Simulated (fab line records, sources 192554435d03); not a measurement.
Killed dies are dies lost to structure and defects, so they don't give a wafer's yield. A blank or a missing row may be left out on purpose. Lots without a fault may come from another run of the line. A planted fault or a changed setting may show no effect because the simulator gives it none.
Which tool did it? | flow n5_finfet | 10 lots, 30 wafers sampled, at 5 steps of a route of 1938

WHAT THE GAUGES READ, wafer by wafer
N5_BEOL_M3_CD_MEAS_35: target cd 18 nm, target cd y 21 nm. Usual: cd_nm 17.9 nm, standard deviation 0.46.
lot  | measured     | on        | cd_nm (nm)     | flag
L853 | day 7 16:26  | cd_sem-03 | 18.0 18.2 16.9 |
L859 | day 8 18:55  | cd_sem-01 | 18.0 18.0 17.0 |
L860 | day 9 02:01  | cd_sem-01 | 17.4 18.5 17.8 |
L861 | day 9 11:53  | cd_sem-03 | 17.9 18.0 17.8 |
L862 | day 9 15:08  | cd_sem-03 | 17.7 18.3 18.2 |
L866 | day 10 16:20 | cd_sem-01 | 18.7 18.6 18.3 |
L865 | day 10 16:50 | cd_sem-01 | 17.4 17.9 18.4 |
L869 | day 11 06:23 | cd_sem-02 | 18.4 18.1 18.0 |
L871 | day 12 02:16 | cd_sem-03 | 17.8 18.0 18.7 |
L872 | day 12 18:15 | cd_sem-01 | 18.0 17.9 17.7 |

N5_BEOL_M4_RC_MEAS_101. Usual: DIBL_N 36.4 mV/V, standard deviation 2; DIBL_P 36.1 mV/V, standard deviation 2.5; IOFF_N 0.16 nA/um, standard deviation 0.037; IOFF_P 0.20 nA/um, standard deviation 0.038; ION_N 670 uA/um, standard deviation 13; ION_P 459 uA/um, standard deviation 8.3; SS_N 71.6 mV/dec, standard deviation 0.69; SS_P 73.3 mV/dec, standard deviation 0.72; VT_N 250 mV, standard deviation 3.4; VT_P -251 mV, standard deviation 3.1.
lot  | measured     | on        | DIBL_N (mV/V)  | DIBL_P (mV/V)  | IOFF_N (nA/um) | IOFF_P (nA/um) | ION_N (uA/um) | ION_P (uA/um) | SS_N (mV/dec)  | SS_P (mV/dec)  | VT_N (mV)   | VT_P (mV)      | flag
L853 | day 8 09:23  | prober-02 | 39.1 42.8 39.8 | 41.0 44.9 39.7 | 0.19 0.27 0.20 | 0.25 0.32 0.21 | 673 691 665   | 457 466 449   | 72.4 72.8 72.5 | 73.9 75.0 73.8 | 251 246 248 | -250 -248 -252 |
L862 | day 10 04:34 | prober-02 | 35.8 30.4 38.4 | 34.3 29.2 38.8 | 0.14 0.08 0.20 | 0.16 0.11 0.22 | 661 648 686   | 447 445 460   | 71.6 70.2 71.7 | 72.3 70.8 73.7 | 253 259 246 | -253 -259 -250 |
L866 | day 11 03:53 | prober-01 | 36.4 39.1 36.8 | 34.2 36.0 34.2 | 0.14 0.18 0.14 | 0.20 0.22 0.22 | 664 668 670   | 454 456 467   | 70.9 71.5 71.6 | 73.3 73.7 73.4 | 250 246 252 | -251 -249 -248 |
L865 | day 11 06:34 | prober-02 | 37.7 35.0 37.6 | 38.4 33.9 37.8 | 0.18 0.12 0.18 | 0.23 0.15 0.21 | 671 655 673   | 461 442 456   | 72.4 71.9 72.0 | 74.0 73.1 74.1 | 248 255 250 | -251 -257 -252 |
L869 | day 12 07:19 | prober-02 | 37.8 38.4 37.0 | 36.1 36.1 35.6 | 0.15 0.17 0.15 | 0.22 0.22 0.22 | 676 679 685   | 467 465 476   | 72.1 72.0 71.7 | 73.2 73.1 73.2 | 249 250 249 | -249 -248 -250 |
L871 | day 12 15:27 | prober-02 | 39.0 34.5 33.6 | 40.1 34.5 33.7 | 0.21 0.12 0.11 | 0.25 0.16 0.15 | 684 657 654   | 464 454 450   | 72.2 71.0 71.1 | 73.8 72.7 72.6 | 248 255 255 | -249 -255 -254 |
L872 | day 13 09:29 | prober-02 | 35.5 34.2 37.4 | 35.2 34.1 36.8 | 0.15 0.12 0.19 | 0.21 0.18 0.22 | 669 669 668   | 460 459 456   | 72.0 71.5 73.1 | 72.5 72.3 73.3 | 250 255 247 | -250 -251 -249 |

WHICH TOOL RAN EACH LOT (tool, then ch and the chambers of the sampled wafers, then the start)
lot  | N5_BEOL_M3_ETCH_41                            | N5_BEOL_M3_ALD_84                   | N5_BEOL_M3_ANNEAL_80
L853 | rie_diel-01 ch 0,1,2, day 7 16:26 or earlier  | ald_metal-03 ch 2,3, day 7 16:35    | pvd_sputter-01, day 7 17:20
L859 | rie_diel-06 ch 1,3, day 8 18:55 or earlier    | ald_metal-02 ch 1,3, day 8 19:12    | pvd_sputter-02, day 8 21:13
L860 | rie_diel-06 ch 0,1,3, day 9 02:01 or earlier  | ald_metal-02 ch 1,2,3, day 9 02:51  | pvd_sputter-01, day 9 03:46
L861 | rie_diel-03 ch 0,1,2, day 9 11:53 or earlier  | ald_metal-04 ch 0,2,3, day 9 12:22  | pvd_sputter-02, day 9 13:14
L862 | rie_diel-01 ch 1,2,3, day 9 15:08 or earlier  | ald_metal-02 ch 0,2, day 9 15:22    | pvd_sputter-02, day 9 16:31
L866 | rie_diel-01 ch 0,1,3, day 10 16:20 or earlier | ald_metal-04 ch 0,1,3, day 10 16:50 | pvd_sputter-02, day 10 17:35
L865 | rie_diel-01 ch 0,2,3, day 10 16:50 or earlier | ald_metal-02 ch 0,1,2, day 10 16:58 | pvd_sputter-01, day 10 17:53
L869 | rie_diel-03 ch 0,1,3, day 11 06:23 or earlier | ald_metal-03 ch 0,1, day 11 07:14   | pvd_sputter-02, day 11 08:11
L871 | rie_diel-03 ch 0,1,3, day 12 02:16 or earlier | ald_metal-02 ch 0,1,2, day 12 02:47 | pvd_sputter-02, day 12 03:46
L872 | rie_diel-01 ch 1,2,3, day 12 18:15 or earlier | ald_metal-04 ch 0,2,3, day 12 18:49 | pvd_sputter-03, day 12 20:02
- N5_BEOL_M3_ETCH_41: etches SiCN in CH3F/O2, target depth 29.9 nm, time 52.5 s.
- N5_BEOL_M3_ALD_84: deposits TaN, pulse time 2 s, purge time 3 s, co reactant purge time 2 s.
- N5_BEOL_M3_ANNEAL_80: time 240 s.

WHAT THE TOOLS THEMSELVES READ (means of the sampled wafers that have a number; where no wafer has one, the mark that the record gives instead)
N5_BEOL_M3_ETCH_41. Usual: bias_w 74.99 W, standard deviation 0.23; drypump_motor_current_A 5.9 A, standard deviation 0.46; oes_product_au 0.76 a.u., standard deviation 0.079; rf_vpp_V 297.1 V, standard deviation 2; showerhead_plenum_p_Torr 1.99 Torr, standard deviation 0.083; throttle_valve_pct 16.43 %, standard deviation 0.25.
lot  | tool        | bias_w (W) | drypump_motor_current_A (A) | oes_product_au (a.u.) | rf_vpp_V (V) | showerhead_plenum_p_Torr (Torr) | throttle_valve_pct (%) | flag
L853 | rie_diel-01 | 75.01      | 5.5                         | 0.71                  | 298.7        | 2.04                            | 16.62                  |
L859 | rie_diel-06 | 75.17      | 6.1                         | 0.81                  | 297.0        | 1.94                            | 16.13                  |
L860 | rie_diel-06 | 74.73      | 6.3                         | 0.80                  | 296.6        | 1.96                            | 16.15                  |
L861 | rie_diel-03 | 74.98      | 6.3                         | 0.71                  | 297.9        | 2.02                            | 16.63                  |
L862 | rie_diel-01 | 75.01      | 5.4                         | 0.81                  | 298.4        | 2.04                            | 16.48                  |
L866 | rie_diel-01 | 74.91      | 5.5                         | 0.79                  | 298.1        | 2.01                            | 16.56                  |
L865 | rie_diel-01 | 75.14      | 5.4                         | 0.71                  | 298.2        | 2.02                            | 16.62                  |
L869 | rie_diel-03 | 75.07      | 6.1                         | 0.72                  | 296.8        | 1.97                            | 16.52                  |
L871 | rie_diel-03 | 74.94      | 6.1                         | 0.72                  | 295.9        | 1.97                            | 16.54                  |
L872 | rie_diel-01 | 75.22      | 5.4                         | 0.78                  | 298.7        | 2.04                            | 16.52                  |

N5_BEOL_M3_ALD_84. Usual: chamber_pressure_Torr 3.000 Torr, standard deviation 0.0065; heater_power_w 411 W, standard deviation 39.
lot  | tool         | chamber_pressure_Torr (Torr) | heater_power_w (W) | flag
L853 | ald_metal-03 | 2.993                        | 410                |
L859 | ald_metal-02 | -                            | -                  | OFF
L860 | ald_metal-02 | -                            | -                  | OFF
L861 | ald_metal-04 | -                            | -                  | OFF
L862 | ald_metal-02 | 2.995                        | 443                |
L866 | ald_metal-04 | 3.001                        | 389                |
L865 | ald_metal-02 | 3.004                        | 409                |
L869 | ald_metal-03 | 3.003                        | 425                |
L871 | ald_metal-02 | 3.007                        | 402                |
L872 | ald_metal-04 | 3.001                        | 395                |

N5_BEOL_M3_ANNEAL_80. Usual: heater_power_w 837 W, standard deviation 85.
lot  | tool           | heater_power_w (W) | flag
L853 | pvd_sputter-01 | 744                |
L859 | pvd_sputter-02 | 852                |
L860 | pvd_sputter-01 | 727                |
L861 | pvd_sputter-02 | 900                |
L862 | pvd_sputter-02 | 865                |
L866 | pvd_sputter-02 | 903                |
L865 | pvd_sputter-01 | 721                |
L869 | pvd_sputter-02 | 913                |
L871 | pvd_sputter-02 | 881                |
L872 | pvd_sputter-03 | 835                |

THE ANSWER, worked out from the rows above alone
Rule: a lot is off if the mean of its wafers that have a number lies more than 3 standard deviations from the usual mean. A lot without any number at a reading at which 4 lots or more have one is off too. The other lots that the step has rows for count as sound. The gauges are gone through in route order, then the tools' own readings, and for those a lot's mean is taken as printed above. The first step at which some lot is off is used, and at that step the reading that is off furthest; a lot without a number counts as furthest.
Off: L859, L860, L861, at N5_BEOL_M3_ALD_84 (chamber_pressure_Torr). Without a number there: L859, L860, L861.
A tool fits if, at that step or a process step before it, it ran every lot that is off, and no sound lot after the first of them. N5_BEOL_M3_ETCH_41 gives no start for some lots, so the hours and the order of its lots are those of N5_BEOL_M3_CD_MEAS_35. None of those tried fits.

WHAT THE SIMULATOR HAD PUT IN
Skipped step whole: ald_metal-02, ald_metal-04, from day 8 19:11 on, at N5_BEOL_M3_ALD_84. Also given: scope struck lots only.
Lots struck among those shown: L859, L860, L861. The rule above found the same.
